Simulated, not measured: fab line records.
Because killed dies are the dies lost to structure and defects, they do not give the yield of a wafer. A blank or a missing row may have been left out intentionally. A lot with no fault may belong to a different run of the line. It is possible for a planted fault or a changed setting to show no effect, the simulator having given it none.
fab line records + flow n5-finfet
[record]
- lots = 6
- wafers = 16
- last-day = 18
route steps=1938 shown BEOL_M8@1358 PASSIVATION@1936
lots untouched by any fault: they come from a run of this same line in which no faults occurred
start-h: hours from the record's first day to the start of the lot's first wafer shown + wait-h: hours elapsed since this lot's preceding step + " the same as in the row above + L1.1+2: a single row standing in for several wafers + - no value, or no start was given + * or withheld: withheld + < > ~ a bound
route shown NAME@n: names a module that has steps shown in the file, with the first one's number in the route + usual: mean/standard deviation taken from wafers without a fault + same: alike in all rows + chamber/n: place in a boat + sites: readings site by site + _std_site: standard deviation of those values + _edge_site: outer sites' mean less inner sites' + radius-mm: how far each site lies from the wafer's centre + mask NAME#n: copy n + behind: the most recent tool/chamber to have shaped the wafer + hold: reason for holding the lot/hours on hold/outcome of the hold + device: transistor that didn't switch, given as n, p or np + end of line: the route-end tests of the same wafers + a step without rows: its recipe alone + killed: count of dies lost to structure and defects at first sort (not the wafer's yield) + map: the dies of a wafer, with x for killed, . for not killed, _ for no die there
set.NAME: the setting the step ran with; set.NAME@STEP: the setting that earlier step ran with + model.NAME: the simulator's own value behind a step, which no gauge read
certain route steps with their lots: each step a table, each wafer a row
services: from which hour (start-h, from the record's first day; less than 0 if before it) a tool's chamber was out of use, for how many hours, and why
[[steps]]
[step N5_BEOL_M8_COAT_71]
[recipe]
- resist = underlayer
- temp-c = 205
- time-s = 60
- spin-rpm = 1500
- resist-thk-nm = 5
[step N5_BEOL_M8_COAT_22]
[recipe]
- resist = CAR-EUV
- spin-rpm = 1500
- resist-thk-nm = 30
[step N5_BEOL_M8_EBR_24]
[recipe]
- solvent = PGMEA
- ebr-width-mm = 1.5
[step N5_BEOL_M8_SOFTBAKE_23]
[recipe]
- temp-c = 110
- time-s = 60
- resist = CAR-EUV
[step N5_BEOL_M8_EXPOSE_25]
[recipe]
- mask-id = V7
- na = 0.33
- source-shape = annular
- sigma-inner = 0.4
- sigma-outer = 0.8
- polarization = unpolarized
- target-cd-nm = 40
- dose-mj = 42.5
[step N5_BEOL_M8_PEB_26]
[recipe]
- peb-temp-c = 100
- peb-time-s = 60
- resist = CAR-EUV
[step N5_BEOL_M8_DEVELOP_27]
[recipe]
- develop-time-s = 30
- developer = TMAH
- resist = CAR-EUV
- rinse-liquid = surfactant-rinse
- dry = air-spin
- dev-temp-c = 23
[step N5_BEOL_M8_CD_MEAS_28]
[recipe]
- target-cd-nm = 40
- landing-energy-ev = 500
- detector = se-inlens
[usual]
- cd-nm = 39.88/0.27
| lot.wafer | tool      | chamber | start-h | wait-h | cd-nm |
|-----------|-----------|---------|---------|--------|-------|
| L784.4    | cd-sem-03 | 0       | 210.93  | -      | 39.79 |
| L784.5    | "         | 0       | "       | "      | 40.11 |
| L784.6    | "         | 0       | "       | "      | 39.88 |
| L791.1    | cd-sem-01 | 0       | 257.88  | -      | 39.98 |
| L791.4    | "         | 0       | "       | "      | 40.20 |
| L791.5    | "         | 0       | "       | "      | 40.23 |
| L796.3    | cd-sem-02 | 0       | 292.66  | -      | 40.21 |
| L796.4    | "         | 0       | "       | "      | 39.89 |
| L796.6    | "         | 0       | "       | "      | 40.01 |
| L795.1    | cd-sem-02 | 0       | 298.73  | -      | 39.91 |
| L795.2    | "         | 0       | "       | "      | 40.09 |
| L799.2    | cd-sem-03 | 0       | 318.14  | -      | 39.83 |
| L799.4    | "         | 0       | "       | "      | 39.82 |
| L805.1    | cd-sem-01 | 0       | 360.77  | -      | 39.47 |
| L805.3    | "         | 0       | "       | "      | 40.09 |
| L805.6    | "         | 0       | "       | "      | 39.51 |
[step N5_BEOL_M8_OVL_MEAS_29]
[recipe]
- points-per-wafer = 522
[usual]
- V7_OVL = 0.1/0.65
| lot.wafer | tool       | chamber | start-h | wait-h | V7_OVL[nm] |
|-----------|------------|---------|---------|--------|------------|
| L784.4    | overlay-01 | 0       | 210.97  | 0.0    | 0.5        |
| L784.5    | "          | 0       | "       | "      | 0.0        |
| L784.6    | "          | 0       | "       | "      | 1.0        |
| L791.1    | overlay-02 | 0       | 257.91  | 0.0    | 0.2        |
| L791.4    | "          | 0       | "       | "      | 0.1        |
| L791.5    | "          | 0       | "       | "      | 1.4        |
| L796.3    | overlay-01 | 0       | 292.70  | 0.0    | -1.1       |
| L796.4    | "          | 0       | "       | "      | -1.1       |
| L796.6    | "          | 0       | "       | "      | 0.1        |
| L795.1    | overlay-01 | 0       | 298.76  | 0.0    | 0.2        |
| L795.2    | "          | 0       | "       | "      | 0.9        |
| L799.2    | overlay-01 | 0       | 318.17  | 0.0    | -0.1       |
| L799.4    | "          | 0       | "       | "      | -0.3       |
| L805.1    | overlay-02 | 0       | 360.80  | 0.0    | -0.5       |
| L805.3    | "          | 0       | "       | "      | -0.3       |
| L805.6    | "          | 0       | "       | "      | -0.6       |
[step N5_BEOL_M8_INSPECT_30]
[recipe]
- mode = adi
- inspect-instrument = brightfield
[usual]
- raw-defect-count = 411/94
| lot.wafer | tool              | chamber | start-h | wait-h | raw-defect-count |
|-----------|-------------------|---------|---------|--------|------------------|
| L784.4    | defect-inspect-02 | -       | 211.01  | 0.0    | 432              |
| L784.5    | "                 | -       | "       | "      | 455              |
| L784.6    | "                 | -       | "       | "      | 637              |
| L791.1    | defect-inspect-02 | -       | 257.97  | 0.1    | 463              |
| L791.4    | "                 | -       | "       | "      | 467              |
| L791.5    | "                 | -       | "       | "      | 515              |
| L796.3    | defect-inspect-02 | -       | 292.75  | 0.0    | 317              |
| L796.4    | "                 | -       | "       | "      | 588              |
| L796.6    | "                 | -       | "       | "      | 442              |
| L795.1    | defect-inspect-02 | -       | 298.82  | 0.1    | 414              |
| L795.2    | "                 | -       | "       | "      | 473              |
| L799.2    | defect-inspect-02 | -       | 318.23  | 0.0    | 355              |
| L799.4    | "                 | -       | "       | "      | 502              |
| L805.1    | defect-inspect-02 | -       | 360.85  | 0.1    | 476              |
| L805.3    | "                 | -       | "       | "      | 367              |
| L805.6    | "                 | -       | "       | "      | 432              |
[step N5_BEOL_M8_DESCUM_33]
[recipe]
- chemistry = O2
- time-s = 7
- source-power-w = 50
- bias-power-w = 20
- pressure-mtorr = 20
- rf-frequency-hz = 2.712e+07
- temp-c = 40
- resist = CAR-EUV
- o2-flow-sccm = 225
[usual]
- drypump-motor-current-A = 5.6/0.43
- oes-product-au = 0.81/0.072
- rf-vpp-V = 243.3/1.1
- showerhead-plenum-p-Torr = 2.10/0.06
- throttle-valve-pct = 20.20/0.22
| lot.wafer | tool        | chamber | start-h | wait-h | drypump-motor-current-A | oes-product-au | rf-hours-counter-h | rf-vpp-V | showerhead-plenum-p-Torr | throttle-valve-pct |
|-----------|-------------|---------|---------|--------|-------------------------|----------------|--------------------|----------|--------------------------|--------------------|
| L784.4    | rie-diel-02 | 2       | 211.12  | 0.1    | 6.2                     | 0.85           | 36                 | 241.8    | 2.05                     | 19.96              |
| L784.5    | "           | 0       | "       | "      | 6.2                     | 0.89           | -                  | 243.3    | 2.01                     | 20.36              |
| L784.6    | "           | 3       | "       | "      | 6.1                     | 0.72           | -                  | 241.6    | 2.06                     | 20.54              |
| L791.1    | rie-diel-01 | 3       | 258.00  | 0.0    | 4.8                     | 0.75           | 123                | 244.5    | 2.06                     | 19.82              |
| L791.4    | "           | 1       | "       | "      | 5.5                     | 0.86           | 38                 | 244.7    | 2.15                     | 20.02              |
| L791.5    | "           | 2       | "       | "      | 5.6                     | 0.86           | -                  | 243.4    | 2.12                     | 20.36              |
| L796.3    | rie-diel-02 | 0       | 292.78  | 0.0    | 6.2                     | 0.85           | 55                 | 242.6    | 2.00                     | 20.39              |
| L796.4    | "           | 2       | "       | "      | 6.2                     | 0.81           | 60                 | 242.8    | 2.04                     | 19.99              |
| L796.6    | "           | 1       | "       | "      | 5.4                     | 0.76           | -                  | 240.6    | 2.02                     | 20.02              |
| L795.1    | rie-diel-01 | 1       | 298.86  | 0.0    | 5.5                     | 0.84           | 54                 | 244.2    | 2.14                     | 20.04              |
| L795.2    | "           | 2       | "       | "      | 5.6                     | 0.84           | 72                 | 242.6    | 2.11                     | 20.38              |
| L799.2    | rie-diel-01 | 0       | 318.26  | 0.0    | 5.6                     | 0.69           | 227                | 244.0    | 2.15                     | 20.32              |
| L799.4    | "           | 3       | "       | "      | 4.8                     | 0.72           | 146                | 243.4    | 2.05                     | 19.83              |
| L805.1    | rie-diel-02 | 2       | 361.05  | 0.2    | 6.2                     | 0.78           | 88                 | 243.0    | 2.03                     | 20.03              |
| L805.3    | "           | 0       | "       | "      | 6.2                     | 0.82           | 82                 | 241.2    | 1.99                     | 20.42              |
| L805.6    | "           | 0       | "       | "      | 6.2                     | 0.82           | -                  | 243.2    | 1.99                     | 20.43              |
[step N5_BEOL_M8_ETCH_72]
[recipe]
- chemistry = N2/H2
- target = underlayer
- target-depth-a = 65
- mask-material = CAR-EUV
- time-s = 5.2
- ion-energy-ev = 200
- pressure-mtorr = 30
- source-w = 840
- bias-w = 150
- n2-flow-sccm = 200
- h2-flow-sccm = 200
- ends = cleared
[usual]
- drypump-motor-current-A = 5.6/0.43
- etch-rf-on-time-s = 5.20/0.17
- h2-flow-sccm = 200.0/0.63
- oes-product-au = 0.69/0.067
- rf-vpp-V = 524.4/2.2
- showerhead-plenum-p-Torr = 2.55/0.073
- throttle-valve-pct = 17.66/0.17
| lot.wafer | tool        | chamber | start-h | wait-h | drypump-motor-current-A | etch-rf-on-time-s | h2-flow-sccm | oes-product-au | rf-hours-counter-h | rf-vpp-V | showerhead-plenum-p-Torr | throttle-valve-pct |
|-----------|-------------|---------|---------|--------|-------------------------|-------------------|--------------|----------------|--------------------|----------|--------------------------|--------------------|
| L784.4    | rie-diel-02 | 2       | 211.16  | 0.0    | 6.2                     | 5.32              | 201.3        | 0.73           | 36                 | 524.1    | 2.49                     | 17.39              |
| L784.5    | "           | 0       | "       | "      | 6.2                     | 4.95              | 199.5        | 0.79           | -                  | 522.5    | 2.47                     | 17.87              |
| L784.6    | "           | 3       | "       | "      | 6.1                     | 5.33              | 200.0        | 0.60           | -                  | 524.6    | 2.49                     | 17.91              |
| L791.1    | rie-diel-01 | 3       | 258.04  | 0.0    | 4.8                     | 5.22              | 199.5        | 0.64           | 123                | 524.0    | 2.56                     | 17.59              |
| L791.4    | "           | 1       | "       | "      | 5.5                     | 5.24              | 200.5        | 0.74           | 38                 | 526.3    | 2.58                     | 17.33              |
| L791.5    | "           | 2       | "       | "      | 5.6                     | 5.12              | 199.3        | 0.72           | -                  | 525.8    | 2.58                     | 17.72              |
| L796.3    | rie-diel-02 | 0       | 292.82  | 0.0    | 6.2                     | 4.93              | 200.3        | 0.74           | 55                 | 523.0    | 2.46                     | 17.93              |
| L796.4    | "           | 2       | "       | "      | 6.2                     | 5.50              | 199.5        | 0.70           | 60                 | 523.6    | 2.48                     | 17.42              |
| L796.6    | "           | 1       | "       | "      | 5.4                     | 5.24              | 199.4        | 0.65           | -                  | 520.9    | 2.45                     | 17.56              |
| L795.1    | rie-diel-01 | 1       | 298.90  | 0.0    | 5.5                     | 5.30              | 200.2        | 0.71           | 54                 | 527.5    | 2.57                     | 17.39              |
| L795.2    | "           | 2       | "       | "      | 5.6                     | 5.05              | 200.5        | 0.71           | 72                 | 524.3    | 2.57                     | 17.78              |
| L799.2    | rie-diel-01 | 0       | 318.30  | 0.0    | 5.7                     | 5.30              | 199.6        | 0.58           | 227                | 527.4    | 2.62                     | 17.77              |
| L799.4    | "           | 3       | "       | "      | 4.8                     | 5.27              | 199.8        | 0.63           | 146                | 524.0    | 2.55                     | 17.65              |
| L805.1    | rie-diel-02 | 2       | 361.09  | 0.0    | 6.2                     | 5.53              | 200.0        | 0.65           | 88                 | 523.1    | 2.47                     | 17.46              |
| L805.3    | "           | 0       | "       | "      | 6.3                     | 4.95              | 199.7        | 0.70           | 82                 | 523.2    | 2.45                     | 17.95              |
| L805.6    | "           | 0       | "       | "      | 6.2                     | 4.95              | 200.2        | 0.71           | -                  | 522.9    | 2.45                     | 17.96              |
[step N5_BEOL_M8_ETCH_65]
[recipe]
- chemistry = CF4
- target = SiARC
- target-depth-a = 156
- mask-material = CAR-EUV
- time-s = 26
- ion-energy-ev = 80
- pressure-mtorr = 40
- source-w = 545
- bias-w = 36
- Ar_flow_sccm = 100
- cf4-flow-sccm = 100
- ends = cleared
[usual]
- drypump-motor-current-A = 5.6/0.43
- etch-rf-on-time-s = 26.1/0.94
- oes-product-au = 0.69/0.066
- rf-vpp-V = 184.0/1.1
- showerhead-plenum-p-Torr = 2.15/0.055
- throttle-valve-pct = 15.42/0.24
| lot.wafer | tool        | chamber | start-h | wait-h | drypump-motor-current-A | etch-rf-on-time-s | oes-product-au | rf-hours-counter-h | rf-vpp-V | showerhead-plenum-p-Torr | throttle-valve-pct |
|-----------|-------------|---------|---------|--------|-------------------------|-------------------|----------------|--------------------|----------|--------------------------|--------------------|
| L784.4    | rie-diel-02 | 2       | 211.18  | 0.0    | 6.2                     | 26.6              | 0.72           | 36                 | 183.1    | 2.11                     | 15.17              |
| L784.5    | "           | 0       | "       | "      | 6.2                     | 24.6              | 0.78           | -                  | 184.5    | 2.09                     | 15.73              |
| L784.6    | "           | 3       | "       | "      | 6.1                     | 26.9              | 0.59           | -                  | 183.0    | 2.12                     | 15.80              |
| L791.1    | rie-diel-01 | 3       | 258.05  | 0.0    | 4.8                     | 26.5              | 0.64           | 123                | 184.5    | 2.14                     | 15.19              |
| L791.4    | "           | 1       | "       | "      | 5.5                     | 26.9              | 0.73           | 38                 | 183.8    | 2.18                     | 15.09              |
| L791.5    | "           | 2       | "       | "      | 5.6                     | 25.5              | 0.73           | -                  | 184.2    | 2.17                     | 15.48              |
| L796.3    | rie-diel-02 | 0       | 292.83  | 0.0    | 6.2                     | 24.6              | 0.75           | 55                 | 182.4    | 2.08                     | 15.78              |
| L796.4    | "           | 2       | "       | "      | 6.2                     | 27.6              | 0.69           | 60                 | 184.6    | 2.10                     | 15.22              |
| L796.6    | "           | 1       | "       | "      | 5.4                     | 26.1              | 0.66           | -                  | 184.3    | 2.06                     | 15.18              |
| L795.1    | rie-diel-01 | 1       | 298.91  | 0.0    | 5.5                     | 19.1              | 0.87           | 54                 | 184.6    | 2.17                     | 15.13              |
| L795.2    | "           | 2       | "       | "      | 5.6                     | 25.7              | 0.71           | 72                 | 184.1    | 2.17                     | 15.52              |
| L799.2    | rie-diel-01 | 0       | 318.31  | 0.0    | 5.7                     | 26.2              | 0.59           | 227                | 183.6    | 2.21                     | 15.70              |
| L799.4    | "           | 3       | "       | "      | 4.8                     | 18.5              | 0.77           | 146                | 184.5    | 2.13                     | 15.25              |
| L805.1    | rie-diel-02 | 2       | 361.10  | 0.0    | 6.2                     | 27.8              | 0.66           | 88                 | 183.0    | 2.09                     | 15.27              |
| L805.3    | "           | 0       | "       | "      | 6.2                     | 24.8              | 0.71           | 82                 | 181.7    | 2.08                     | 15.83              |
| L805.6    | "           | 0       | "       | "      | 6.2                     | 24.8              | 0.72           | -                  | 182.2    | 2.08                     | 15.83              |
[step N5_BEOL_M8_ETCH_66]
[recipe]
- chemistry = N2/H2
- target = SOC
- target-depth-a = 800
- overetch-a = 160
- mask-material = SiARC
- temp-c = 40
- time-s = 120
- ion-energy-ev = 200
- pressure-mtorr = 30
- source-w = 840
- bias-w = 150
- n2-flow-sccm = 200
- h2-flow-sccm = 200
[usual]
- drypump-motor-current-A = 5.6/0.43
- h2-flow-sccm = 200.1/0.6
- oes-product-au = 0.62/0.051
- rf-vpp-V = 524.1/2
- showerhead-plenum-p-Torr = 2.55/0.073
- throttle-valve-pct = 17.62/0.17
| lot.wafer | tool        | chamber | start-h | wait-h | drypump-motor-current-A | h2-flow-sccm | oes-product-au | rf-hours-counter-h | rf-vpp-V | showerhead-plenum-p-Torr | throttle-valve-pct |
|-----------|-------------|---------|---------|--------|-------------------------|--------------|----------------|--------------------|----------|--------------------------|--------------------|
| L784.4    | rie-diel-02 | 2       | 211.20  | 0.0    | 6.2                     | 200.5        | 0.67           | 36                 | 522.3    | 2.49                     | 17.34              |
| L784.5    | "           | 0       | "       | "      | 6.2                     | 200.6        | 0.68           | -                  | 523.0    | 2.47                     | 17.82              |
| L784.6    | "           | 3       | "       | "      | 6.1                     | 198.8        | 0.54           | -                  | 522.1    | 2.49                     | 17.89              |
| L791.1    | rie-diel-01 | 3       | 258.08  | 0.0    | 4.8                     | 200.4        | 0.58           | 123                | 523.2    | 2.56                     | 17.56              |
| L791.4    | "           | 1       | "       | "      | 5.5                     | 199.4        | 0.66           | 38                 | 525.4    | 2.58                     | 17.30              |
| L791.5    | "           | 2       | "       | "      | 5.6                     | 201.0        | 0.64           | -                  | 523.9    | 2.58                     | 17.69              |
| L796.3    | rie-diel-02 | 0       | 292.86  | 0.0    | 6.2                     | 200.5        | 0.65           | 55                 | 521.9    | 2.46                     | 17.85              |
| L796.4    | "           | 2       | "       | "      | 6.2                     | 200.8        | 0.63           | 60                 | 522.4    | 2.48                     | 17.39              |
| L796.6    | "           | 1       | "       | "      | 5.4                     | 199.7        | 0.58           | -                  | 520.9    | 2.45                     | 17.52              |
| L795.1    | rie-diel-01 | 1       | 298.94  | 0.0    | 5.5                     | 199.0        | 0.65           | 54                 | 524.3    | 2.57                     | 17.32              |
| L795.2    | "           | 2       | "       | "      | 5.6                     | 199.8        | 0.64           | 72                 | 525.8    | 2.57                     | 17.72              |
| L799.2    | rie-diel-01 | 0       | 318.34  | 0.0    | 5.7                     | 199.8        | 0.53           | 227                | 525.7    | 2.62                     | 17.75              |
| L799.4    | "           | 3       | "       | "      | 4.8                     | 200.2        | 0.57           | 146                | 523.4    | 2.55                     | 17.62              |
| L805.1    | rie-diel-02 | 2       | 361.13  | 0.0    | 6.2                     | 200.9        | 0.62           | 88                 | 520.3    | 2.47                     | 17.43              |
| L805.3    | "           | 0       | "       | "      | 6.2                     | 200.0        | 0.62           | 82                 | 521.4    | 2.45                     | 17.92              |
| L805.6    | "           | 0       | "       | "      | 6.2                     | 199.5        | 0.62           | -                  | 521.7    | 2.45                     | 17.92              |
[step N5_PASSIVATION_PROBE_49]
[usual]
- defect-limited-yield = 91.5/1.5
- killed_at_M0_to_M3 = 32/10
- killed_at_M4_up = 13/4.9
- killed-at-contacts = 13/6.1
- killed-at-front-end = 38/11
- killed-at-other = 3/3.2
- killed-dies = 101/18
- killed-open = 66/13
- killed-short = 32/8.3
- sort_bin_5_function = 5.0/1
- sort_bin_6_memory = 3.2/0.74
- sort_bin_8_speed = 0.1/1.1
- sort-n-pass = 1078/22
[same]
- gross-dies = 1180
- killed-at-back-side = 0
- sort_bin_4_leakage[%] = 0
| lot.wafer | tool      | chamber | start-h | wait-h | defect-limited-yield[%] | killed_at_M0_to_M3 | killed_at_M4_up | killed-at-contacts | killed-at-front-end | killed-at-other | killed-dies | killed-open | killed-short | sort_bin_5_function[%] | sort_bin_6_memory[%] | sort_bin_8_speed[%] | sort-n-pass |
|-----------|-----------|---------|---------|--------|-------------------------|--------------------|-----------------|--------------------|---------------------|-----------------|-------------|-------------|--------------|------------------------|----------------------|---------------------|-------------|
| L784.4    | prober-01 | -       | 281.58  | 0.2    | 93.8                    | 22                 | 7               | 10                 | 34                  | 0               | 73          | 48          | 24           | 3.9                    | 2.0                  | 0                   | 1107        |
| L784.5    | prober-01 | -       | 281.63  | 0.2    | 91.9                    | 26                 | 18              | 27                 | 22                  | 3               | 96          | 64          | 31           | 4.4                    | 3.1                  | 0                   | 1084        |
| L784.6    | prober-01 | -       | 281.68  | 0.3    | 92.5                    | 34                 | 5               | 12                 | 36                  | 1               | 88          | 47          | 33           | 3.7                    | 3.5                  | 0                   | 1092        |
| L791.1    | prober-01 | -       | 333.57  | 0.2    | 90.7                    | 51                 | 19              | 3                  | 30                  | 7               | 110         | 79          | 28           | 5.3                    | 3.8                  | 0.4                 | 1065        |
| L791.4    | prober-01 | -       | 333.72  | 0.4    | 92.5                    | 24                 | 16              | 9                  | 36                  | 3               | 88          | 52          | 30           | 4.5                    | 2.8                  | 0                   | 1092        |
| L791.5    | prober-01 | -       | 333.77  | 0.4    | 91.9                    | 26                 | 7               | 15                 | 45                  | 2               | 95          | 65          | 25           | 5.5                    | 2.0                  | 0                   | 1085        |
| L796.3    | prober-01 | -       | 356.75  | 0.1    | 93.3                    | 25                 | 7               | 13                 | 34                  | 0               | 79          | 55          | 20           | 3.7                    | 2.7                  | 0                   | 1101        |
| L796.4    | prober-01 | -       | 356.80  | 0.2    | 92.2                    | 24                 | 7               | 16                 | 42                  | 3               | 92          | 57          | 31           | 3.8                    | 3.6                  | 0                   | 1088        |
| L796.6    | prober-01 | -       | 356.90  | 0.3    | 92.4                    | 23                 | 12              | 14                 | 40                  | 1               | 90          | 52          | 30           | 5.1                    | 2.0                  | 0                   | 1090        |
| L795.1    | prober-02 | -       | 361.15  | 0.0    | 91.9                    | 40                 | 14              | 9                  | 32                  | 1               | 96          | 66          | 27           | 4.7                    | 3.5                  | 0                   | 1084        |
| L795.2    | prober-02 | -       | 361.20  | 0.1    | 91.1                    | 33                 | 15              | 14                 | 43                  | 0               | 105         | 65          | 30           | 5.3                    | 2.8                  | 0                   | 1075        |
| L799.2    | prober-02 | -       | 386.76  | 0.1    | 93.1                    | 29                 | 7               | 11                 | 34                  | 0               | 81          | 53          | 27           | 3.9                    | 3.0                  | 0                   | 1099        |
| L799.4    | prober-02 | -       | 386.86  | 0.2    | 92.9                    | 28                 | 9               | 12                 | 33                  | 2               | 84          | 56          | 27           | 4.6                    | 2.5                  | 0.2                 | 1094        |
// killed by level:class
L784.4 STI_FIN_REVEAL:geometric-particle:open=14 MOL_CONTACT_COAG:geometric-particle:open=8 BEOL_M1:geometric-particle:open=6 STARTING-WAFER:geometric-particle:short=5 BEOL_M3:geometric-particle:open=5 STARTING-WAFER:geometric-particle:open=3 BEOL_M4:geometric-particle:open=3 GATE_CUT:geometric-particle:short=3
L784.5 MOL_CONTACT_COAG:geometric-particle:open=19 MOL_CONTACT_COAG:geometric-particle:short=8 BEOL_M1:geometric-particle:open=8 BEOL_M4:geometric-particle:open=8 BEOL_M0_SAQP:geometric-particle:open=5 BEOL_M2:geometric-particle:open=4 BEOL_M5:geometric-particle:open=4 FIN_SAQP:geometric-particle:open=3
L784.6 STI_FIN_REVEAL:geometric-particle:open=11 GATE_CUT:geometric-particle:short=7 MOL_CONTACT_COAG:geometric-particle:open=7 BEOL_M1:geometric-particle:open=6 BEOL_M0_SAQP:geometric-particle:open=6 BEOL_M0_SAQP:geometric-particle:short=6 STARTING-WAFER:geometric-particle:short=5 MOL_CONTACT_COAG:geometric-particle:short=4
L791.1 BEOL_M3:geometric-particle:open=14 BEOL_M2:geometric-particle:open=12 BEOL_M0_SAQP:geometric-particle:open=8 BEOL_M0:geometric-particle:open=5 BEOL_M4:geometric-particle:open=5 STARTING-WAFER:geometric-particle:short=5 FIN_SAQP:geometric-particle:open=4 STI_FIN_REVEAL:geometric-particle:open=4
L791.4 FIN_SAQP:geometric-particle:short=13 BEOL_M2:geometric-particle:open=8 MOL_CONTACT_COAG:geometric-particle:open=7 FIN_SAQP:geometric-particle:open=5 GATE_CUT:geometric-particle:short=4 BEOL_M0_SAQP:geometric-particle:short=4 BEOL_M4:geometric-particle:open=4 STI_FIN_REVEAL:geometric-particle:open=3
L791.5 FIN_SAQP:geometric-particle:short=12 BEOL_M3:geometric-particle:open=12 MOL_CONTACT_COAG:geometric-particle:open=10 STI_FIN_REVEAL:geometric-particle:open=8 FIN_SAQP:geometric-particle:open=7 BEOL_M2:geometric-particle:open=6 BEOL_M0_SAQP:geometric-particle:open=4 GATE_CUT:geometric-particle:open=3
L796.3 STI_FIN_REVEAL:geometric-particle:open=10 MOL_CONTACT_COAG:geometric-particle:open=9 BEOL_M0_SAQP:geometric-particle:short=8 BEOL_M0_SAQP:geometric-particle:open=5 FIN_SAQP:geometric-particle:open=4 SPACER0:geometric-particle:open=4 BEOL_M0:geometric-particle:open=4 STARTING-WAFER:geometric-particle:open=4
L796.4 MOL_CONTACT_COAG:geometric-particle:open=10 FIN_SAQP:geometric-particle:open=9 BEOL_M0_SAQP:geometric-particle:short=8 STI_FIN_REVEAL:geometric-particle:open=7 STI_FIN_REVEAL:geometric-particle:short=6 MOL_CONTACT_COAG:geometric-particle:short=5 BEOL_M3:geometric-particle:open=5 FIN_SAQP:geometric-particle:short=4
L796.6 FIN_SAQP:geometric-particle:short=7 FIN_SAQP:geometric-particle:open=7 MOL_CONTACT_COAG:geometric-particle:open=7 MOL_CONTACT_COAG:geometric-particle:short=7 BEOL_M3:geometric-particle:open=7 STI_FIN_REVEAL:geometric-particle:open=6 BEOL_M0_SAQP:geometric-particle:short=5 DUMMY_GATE:geometric-particle:open=4
L795.1 BEOL_M0_SAQP:geometric-particle:short=12 STI_FIN_REVEAL:geometric-particle:open=11 BEOL_M3:geometric-particle:open=9 MOL_CONTACT_COAG:geometric-particle:open=7 FIN_SAQP:geometric-particle:open=5 BEOL_M2:geometric-particle:open=5 BEOL_M5:geometric-particle:open=5 BEOL_M0_SAQP:geometric-particle:open=4
L795.2 FIN_SAQP:geometric-particle:short=13 MOL_CONTACT_COAG:geometric-particle:open=11 BEOL_M0_SAQP:geometric-particle:open=10 HKMG_FIN:area-etch=8 FIN_SAQP:geometric-particle:open=7 BEOL_M3:geometric-particle:open=6 STI_FIN_REVEAL:geometric-particle:open=5 BEOL_M1:geometric-particle:open=5
L799.2 BEOL_M0_SAQP:geometric-particle:short=11 MOL_CONTACT_COAG:geometric-particle:open=9 STI_FIN_REVEAL:geometric-particle:open=5 DUMMY_GATE:geometric-particle:open=5 BEOL_M1:geometric-particle:open=5 BEOL_M3:geometric-particle:open=5 BEOL_M0_SAQP:geometric-particle:open=4 GATE_CUT:geometric-particle:short=4
L799.4 MOL_CONTACT_COAG:geometric-particle:open=9 BEOL_M3:geometric-particle:open=9 GATE_CUT:geometric-particle:short=7 BEOL_M0_SAQP:geometric-particle:open=7 STI_FIN_REVEAL:geometric-particle:open=6 BEOL_M0_SAQP:geometric-particle:short=6 BEOL_M4:geometric-particle:open=4 STARTING-WAFER:geometric-particle:open=4
[[services]]
| tool        | chamber | start-h | hours | kind                          |
|-------------|---------|---------|-------|-------------------------------|
| rie-diel-02 | 2       | 220.06  | 5.1   | repair                        |
| rie-diel-02 | -       | 236.00  | 4.0   | repair                        |
| rie-diel-01 | 1       | 325.21  | 10.6  | repair                        |
| rie-diel-02 | 3       | 333.97  | -     | clean                         |
| rie-diel-02 | 3       | 333.97  | -     | consumable-replace:focus-ring |
| rie-diel-02 | 3       | 333.97  | 38.0  | scheduled-down                |
| rie-diel-02 | 3       | 333.97  | 38.0  | vent-cycle                    |
| rie-diel-02 | 1       | 353.41  | 5.8   | repair                        |
[[key]]
[first-sign]
- step = N5_BEOL_M8_ETCH_65
- reading = etch-rf-on-time-s
- direction = down
- sigmas = 7.8
- usual = *
- struck = *
effect none on later readings
met-at N5_BEOL_M8_ETCH_65
struck-wafers L795.1,L799.4
onset-between 258.05 298.91
[fault]
- kind = process-parameter-drift
- tool = rie-diel-01
- chamber = -
- onset-h = 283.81
- steps = N5_BEOL_M8_ETCH_65
- channel = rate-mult
- offset = 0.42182
- shape = step
- end-h = 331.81
- scope = struck-wafers-only
